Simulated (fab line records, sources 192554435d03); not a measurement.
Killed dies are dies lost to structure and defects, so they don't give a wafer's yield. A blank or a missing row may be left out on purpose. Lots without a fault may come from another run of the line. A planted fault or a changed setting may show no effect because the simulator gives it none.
Which tool did it? | flow n5_finfet | 9 lots, 27 wafers sampled, at 3 steps of a route of 1938

WHAT THE GAUGES READ, wafer by wafer
N5_SD_EPI_P_INSPECT_26: inspects for defects (darkfield).
lot  | measured    | on                | raw_defect_count
L347 | day 3 09:52 | defect_inspect-02 | 176 165 137
L348 | day 3 15:37 | defect_inspect-01 | 174 209 174
L352 | day 4 16:32 | defect_inspect-02 | 248 171 167
L355 | day 5 09:37 | defect_inspect-01 | 178 172 216
L356 | day 5 18:02 | defect_inspect-02 | 176 179 207
L364 | day 7 17:08 | defect_inspect-02 | 656 589 597
L365 | day 7 22:26 | defect_inspect-01 | 505 550 583
L368 | day 8 15:12 | defect_inspect-01 | 196 122 162
L369 | day 8 23:13 | defect_inspect-01 | 128 141 122

WHICH TOOL RAN EACH LOT (tool, then ch and the chambers of the sampled wafers, then the start)
lot  | N5_SD_EPI_P_ETCH_36               | N5_SD_EPI_P_SD_RECESS_17
L347 | rie_diel-04 ch 1,3, day 3 05:21   | rie_si-02 ch 2,3, day 3 06:00
L348 | rie_diel-03 ch 0,1,3, day 3 11:56 | rie_si-05 ch 0,2,3, day 3 12:35
L352 | rie_diel-03 ch 1,2,3, day 4 12:51 | rie_si-05 ch 0,1, day 4 13:30
L355 | rie_diel-06 ch 0,1,2, day 5 05:54 | rie_si-02 ch 0,1,3, day 5 06:34
L356 | rie_diel-06 ch 0,1,2, day 5 14:21 | rie_si-05 ch 0,1,3, day 5 15:00
L364 | rie_diel-04 ch 0,1,2, day 7 12:02 | rie_si-05 ch 2,3, day 7 12:41
L365 | rie_diel-06 ch 0,3, day 7 17:55   | rie_si-05 ch 0,2, day 7 18:34
L368 | rie_diel-04 ch 1,2,3, day 8 11:25 | rie_si-02 ch 0,3, day 8 12:04
L369 | rie_diel-03 ch 0,2,3, day 8 18:40 | rie_si-02 ch 0,2,3, day 8 19:19
- N5_SD_EPI_P_ETCH_36: etches SiARC in CF4, target depth 45.5 nm, time 75.8 s.
- N5_SD_EPI_P_SD_RECESS_17: chemistry HBr/Cl2/O2, target depth 39.1 nm, bt time 3 s.

THE ANSWER, worked out from the rows above alone
Rule: what is usual is taken from the lots themselves. Put in order of their means at a reading, lots are off if they are a third of the lots or fewer, leave a main group of 4 or more, and stand apart from it by a gap of 3 or more times the standard deviation of the main group's means; of several such gaps the widest counts. A main group whose means are all the same, to the digits that the tables above print for the reading, isn't used. A lot without any number at a reading at which 4 lots or more have one is off too. The other lots that the step has rows for count as sound.
Off: L364, L365, at N5_SD_EPI_P_INSPECT_26 (raw_defect_count). The main group: mean 172, standard deviation 22.
A tool fits if, at a process step before that reading, it ran every lot that is off, and no sound lot after the first of them. The gauges at N5_SD_EPI_P_INSPECT_26 are tried like those tools. One fits: rie_si-05 at N5_SD_EPI_P_SD_RECESS_17. Its last sound lot is L356 (day 5 15:00), its first lot that is off L364 (day 7 12:41): a fault that began between those two fits.

WHAT THE SIMULATOR HAD PUT IN
Chamber particle source: rie_si-05, from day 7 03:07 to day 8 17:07, at N5_SD_EPI_P_SD_RECESS_17. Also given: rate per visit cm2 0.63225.
Lots struck among those shown: L364, L365. The rule above found the same.
